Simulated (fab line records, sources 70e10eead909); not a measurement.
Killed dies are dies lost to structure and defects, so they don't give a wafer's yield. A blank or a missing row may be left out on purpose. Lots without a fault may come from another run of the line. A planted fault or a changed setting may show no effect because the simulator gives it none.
Which tool did it? | flow nand_harc | 15 lots, 43 wafers sampled, at 5 steps of a route of 1302

WHAT THE GAUGES READ, wafer by wafer
NHARC_A_ONON_D1_THK_MEAS_05: measures by ellipsometry. Usual: thk_nm 999 nm, standard deviation 11.
lot  | measured     | on            | thk_nm (nm)    | flag
L870 | day 7 13:13  | film_metro-01 | 1000 1002 1002 |
L871 | day 8 05:06  | film_metro-01 | 1004 1002 1003 |
L873 | day 9 01:02  | film_metro-01 | 982 981 983    |
L874 | day 9 09:16  | film_metro-01 | 997 998 999    |
L875 | day 9 19:44  | film_metro-01 | 995 993 995    |
L877 | day 10 16:31 | film_metro-01 | 984 986 984    |
L878 | day 11 08:43 | film_metro-01 | 994 994 995    |
L880 | day 12 06:46 | film_metro-02 | 979 980 978    |
L881 | day 12 12:04 | film_metro-01 | 1011 1010 1009 |
L882 | day 12 21:24 | film_metro-02 | 999 996 997    |
L888 | day 15 15:44 | film_metro-01 | 1011 649 1010  | OFF
L889 | day 15 20:46 | film_metro-02 | 997 998 997    |
L890 | day 16 07:21 | film_metro-02 | 650 651        | OFF
L891 | day 16 10:34 | film_metro-01 | 646 1007       | OFF
L892 | day 17 02:58 | film_metro-01 | 999 999 999    |

WHICH TOOL RAN EACH LOT (tool, then ch and the chambers of the sampled wafers, then the start)
lot  | NHARC_P_BONDPAD_STRIP_15           | NHARC_P_BONDPAD_CMP_19        | NHARC_A_ZERO_WELL_DESCUM_12        | NHARC_A_ONON_D1_DEP_03
L870 | rie_diel-09 ch 0,2,3, day 6 11:13  | cmp-03 ch 2,3, day 6 12:51    | rie_diel-07 ch 0,1, day 6 14:50    | pecvd_onon-01 ch 0, day 7 12:46
L871 | rie_diel-06 ch 0,3, day 7 00:01    | cmp-03 ch 0,1, day 7 01:41    | rie_diel-11 ch 0,3, day 7 03:41    | pecvd_onon-02 ch 0, day 8 04:38
L873 | rie_diel-01 ch 0,1,3, day 7 18:08  | cmp-01 ch 0,1,3, day 7 19:46  | rie_diel-11 ch 0,1,2, day 7 21:46  | pecvd_onon-04 ch 0, day 9 00:32
L874 | rie_diel-06 ch 0,2,3, day 8 07:07  | cmp-03 ch 1,3, day 8 09:02    | rie_diel-11 ch 0,1, day 8 11:05    | pecvd_onon-04 ch 0, day 9 08:49
L875 | rie_diel-06 ch 0,2,3, day 8 16:50  | cmp-03 ch 1,2,3, day 8 18:33  | rie_diel-04 ch 0,3, day 8 20:22    | pecvd_onon-02 ch 0, day 9 19:17
L877 | rie_diel-06 ch 0,1,3, day 9 14:34  | cmp-03 ch 1,2,3, day 9 16:11  | rie_diel-11 ch 0,2, day 9 18:10    | pecvd_onon-02 ch 0, day 10 16:00
L878 | rie_diel-06 ch 0,1,3, day 10 05:11 | cmp-01 ch 0,1,3, day 10 06:52 | rie_diel-07 ch 0,1,3, day 10 08:49 | pecvd_onon-04 ch 0, day 11 08:12
L880 | rie_diel-01 ch 0,2,3, day 11 01:40 | cmp-01 ch 0,1,2, day 11 03:19 | rie_diel-11 ch 0,1,3, day 11 05:11 | pecvd_onon-04 ch 0, day 12 06:16
L881 | rie_diel-01 ch 0,1, day 11 10:04   | cmp-03 ch 1,3, day 11 11:42   | rie_diel-11 ch 1,2, day 11 13:35   | pecvd_onon-04 ch 0, day 12 11:33
L882 | rie_diel-06 ch 1,3, day 11 16:47   | cmp-01 ch 0,1,2, day 11 18:24 | rie_diel-07 ch 1,2,3, day 11 20:20 | pecvd_onon-01 ch 0, day 12 20:57
L888 | rie_diel-06 ch 1,2,3, day 14 07:37 | cmp-03 ch 1,2,3, day 14 09:17 | rie_diel-11 ch 0,1,3, day 14 11:13 | pecvd_onon-04 ch 0, day 15 15:19
L889 | rie_diel-01 ch 0,1,3, day 14 19:22 | cmp-03 ch 0,2,3, day 14 21:01 | rie_diel-11 ch 1,2,3, day 14 22:53 | pecvd_onon-02 ch 0, day 15 20:19
L890 | rie_diel-09 ch 0,1, day 15 04:52   | cmp-04 ch 0,3, day 15 06:31   | rie_diel-11 ch 2,3, day 15 08:32   | pecvd_onon-04 ch 0, day 16 06:54
L891 | rie_diel-01 ch 1,3, day 15 08:10   | cmp-03 ch 0,3, day 15 09:49   | rie_diel-11 ch 2,3, day 15 11:43   | pecvd_onon-04 ch 0, day 16 10:07
L892 | rie_diel-01 ch 0,3, day 16 00:22   | cmp-03 ch 0,1,3, day 16 02:08 | rie_diel-11 ch 0,1,3, day 16 04:04 | pecvd_onon-01 ch 0, day 17 02:38
- NHARC_P_BONDPAD_STRIP_15: strips in O2.
- NHARC_P_BONDPAD_CMP_19: polishes, t overpolish 30 s, cu recess touch 16 s, target thk 160.81 nm.
- NHARC_A_ZERO_WELL_DESCUM_12: chemistry O2, time 3 s.
- NHARC_A_ONON_D1_DEP_03: target thk 1000 nm.

WHAT THE TOOLS THEMSELVES READ (means of the sampled wafers that have a number; where no wafer has one, the mark that the record gives instead)
NHARC_P_BONDPAD_STRIP_15. Usual: drypump_motor_current_A 5.7 A, standard deviation 0.42; oes_product_au 0.996 a.u., standard deviation 0.012; rf_vpp_V 57.9 V, standard deviation 0.92; showerhead_plenum_p_Torr 3.58 Torr, standard deviation 0.12; throttle_valve_pct 17.035 %, standard deviation 0.0097.
lot  | tool        | drypump_motor_current_A (A) | oes_product_au (a.u.) | rf_vpp_V (V) | showerhead_plenum_p_Torr (Torr) | throttle_valve_pct (%) | flag
L870 | rie_diel-09 | 5.7                         | 1.011                 | 57.8         | 3.66                            | 17.031                 |
L871 | rie_diel-06 | 6.3                         | 1.008                 | 58.8         | 3.52                            | 17.031                 |
L873 | rie_diel-01 | 5.7                         | 1.002                 | 58.3         | 3.49                            | 17.034                 |
L874 | rie_diel-06 | 6.0                         | 0.991                 | 58.1         | 3.60                            | 17.034                 |
L875 | rie_diel-06 | 6.0                         | 0.990                 | 58.0         | 3.60                            | 17.042                 |
L877 | rie_diel-06 | 5.8                         | 0.996                 | 58.1         | 3.55                            | 17.028                 |
L878 | rie_diel-06 | 5.8                         | 0.989                 | 58.3         | 3.55                            | 17.029                 |
L880 | rie_diel-01 | 5.6                         | 1.010                 | 57.8         | 3.49                            | 17.028                 |
L881 | rie_diel-01 | 5.9                         | 1.008                 | 57.6         | 3.52                            | 17.027                 |
L882 | rie_diel-06 | 5.6                         | 0.991                 | 56.5         | 3.52                            | 17.032                 |
L888 | rie_diel-06 | 5.8                         | 0.986                 | 58.3         | 3.57                            | 17.037                 |
L889 | rie_diel-01 | 5.7                         | 1.003                 | 57.6         | 3.49                            | 17.040                 |
L890 | rie_diel-09 | 5.6                         | 0.990                 | 58.7         | 3.75                            | 17.031                 |
L891 | rie_diel-01 | 5.8                         | 0.986                 | 58.2         | 3.58                            | 17.042                 |
L892 | rie_diel-01 | 5.5                         | 0.991                 | 56.9         | 3.38                            | 17.037                 |

NHARC_P_BONDPAD_CMP_19. Usual: motor_current_A 12.4 A, standard deviation 1.9; overpolish_run_s 29.999 s, standard deviation 0.009.
lot  | tool   | motor_current_A (A) | overpolish_run_s (s) | flag
L870 | cmp-03 | 11.0                | 29.994               |
L871 | cmp-03 | 14.0                | 29.998               |
L873 | cmp-01 | 11.3                | 29.992               |
L874 | cmp-03 | 14.4                | 29.992               |
L875 | cmp-03 | 12.8                | 29.993               |
L877 | cmp-03 | 12.7                | 29.996               |
L878 | cmp-01 | 11.8                | 29.991               |
L880 | cmp-01 | 11.0                | 30.002               |
L881 | cmp-03 | 13.7                | 30.000               |
L882 | cmp-01 | 11.4                | 30.000               |
L888 | cmp-03 | 12.6                | 30.006               |
L889 | cmp-03 | 11.9                | 30.008               |
L890 | cmp-04 | 12.6                | 30.005               |
L891 | cmp-03 | 12.0                | 29.996               |
L892 | cmp-03 | 13.4                | 30.008               |

NHARC_A_ZERO_WELL_DESCUM_12. Usual: drypump_motor_current_A 6.1 A, standard deviation 0.35; oes_product_au 0.998 a.u., standard deviation 0.013; rf_vpp_V 57.6 V, standard deviation 0.96; showerhead_plenum_p_Torr 1.90 Torr, standard deviation 0.094; throttle_valve_pct 11.312 %, standard deviation 0.0091.
lot  | tool        | drypump_motor_current_A (A) | oes_product_au (a.u.) | rf_vpp_V (V) | showerhead_plenum_p_Torr (Torr) | throttle_valve_pct (%) | flag
L870 | rie_diel-07 | 6.2                         | 0.997                 | 57.4         | 1.87                            | 11.312                 |
L871 | rie_diel-11 | 5.7                         | 1.011                 | 57.6         | 1.95                            | 11.314                 |
L873 | rie_diel-11 | 6.2                         | 0.996                 | 57.1         | 1.89                            | 11.309                 |
L874 | rie_diel-11 | 6.0                         | 0.996                 | 58.0         | 1.81                            | 11.321                 |
L875 | rie_diel-04 | 5.8                         | 1.004                 | 58.2         | 1.92                            | 11.319                 |
L877 | rie_diel-11 | 6.3                         | 1.010                 | 56.9         | 1.95                            | 11.309                 |
L878 | rie_diel-07 | 6.1                         | 0.992                 | 57.8         | 1.85                            | 11.315                 |
L880 | rie_diel-11 | 6.0                         | 0.996                 | 58.9         | 1.89                            | 11.312                 |
L881 | rie_diel-11 | 6.4                         | 1.022                 | 58.2         | 1.97                            | 11.324                 |
L882 | rie_diel-07 | 5.8                         | 0.995                 | 57.2         | 1.88                            | 11.321                 |
L888 | rie_diel-11 | 5.9                         | 1.005                 | 57.5         | 1.89                            | 11.311                 |
L889 | rie_diel-11 | 6.2                         | 0.993                 | 57.8         | 1.96                            | 11.309                 |
L890 | rie_diel-11 | 6.0                         | 0.988                 | 57.8         | 2.02                            | 11.305                 |
L891 | rie_diel-11 | 6.1                         | 0.992                 | 57.9         | 2.02                            | 11.311                 |
L892 | rie_diel-11 | 5.9                         | 1.006                 | 57.7         | 1.88                            | 11.309                 |

THE ANSWER, worked out from the rows above alone
Rule: a lot is off if the mean of its wafers that have a number lies more than 3 standard deviations from the usual mean. A lot without any number at a reading at which 4 lots or more have one is off too. The other lots that the step has rows for count as sound. The gauges are gone through in route order, then the tools' own readings, and for those a lot's mean is taken as printed above. The first step at which some lot is off is used, and at that step the reading that is off furthest; a lot without a number counts as furthest.
Off: L888, L890, L891, at NHARC_A_ONON_D1_THK_MEAS_05 (thk_nm).
A tool fits if, at a process step before that reading, it ran every lot that is off, and no sound lot after the first of them. The gauges at NHARC_A_ONON_D1_THK_MEAS_05 are tried like those tools. One fits: pecvd_onon-04 at NHARC_A_ONON_D1_DEP_03. Its last sound lot is L881 (day 12 11:33), its first lot that is off L888 (day 15 15:19): a fault that began between those two fits.

WHAT THE SIMULATOR HAD PUT IN
Process parameter drift: pecvd_onon-04, from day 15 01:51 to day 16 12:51, at NHARC_A_ONON_D1_DEP_03. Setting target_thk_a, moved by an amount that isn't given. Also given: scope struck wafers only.
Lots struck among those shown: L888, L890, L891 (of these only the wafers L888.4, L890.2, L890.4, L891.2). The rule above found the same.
